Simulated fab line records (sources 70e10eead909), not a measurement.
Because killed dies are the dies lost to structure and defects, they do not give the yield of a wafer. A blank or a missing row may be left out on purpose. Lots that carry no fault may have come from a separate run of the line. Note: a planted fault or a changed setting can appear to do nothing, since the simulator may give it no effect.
Chamber matching	flow nand harc	rie diel-09 running NHARC_A_STAIRCASE_ETCH_169: 4 sister chambers
The step etches the open film in CH3F/O2, target depth 50 nm, time 107.1 s. 4 wafers are shown with their chamber, then 7 later ones without.

== EACH WAFER AND ITS CHAMBER ==
wafer	chamber	drypump motor current A (A)
L088.3	3	5.9
L088.5	0	6.0
L093.1	1	6.2
L093.2	2	6.1

== WAFERS MISSING THEIR CHAMBER ==
wafer	drypump motor current A (A)
L093.4	6.0
L092.1	6.2
L092.4	6.0
L092.5	5.8
L095.1	6.0
L095.2	6.2
L095.4	6.1

== CHAMBER TAKEN BY EACH ==
wafer	from the rows above	in truth
L093.4	0	0
L092.1	1	1
L092.4	0	0
L092.5	3	3
L095.1	0	0
L095.2	1	1
L095.4	2	2
Correct placement for 7 of the 7. Number that these rows cannot place: 0. Wrongly placed: 0.
How it was worked out, from the rows above alone: a wafer's distance from a chamber is the root of the sum, over the readings, of the square of ((its reading less the chamber's mean) divided by the reading's scatter). If the next closest chamber is less than 2 further off than the closest, the wafer can't be placed; otherwise it belongs to the closest. For every chamber, the mean is computed from those of its wafers that are shown. The scatter: with one shown wafer a chamber, the root of the mean of the squares of how far each hidden wafer lies from its nearest shown one.
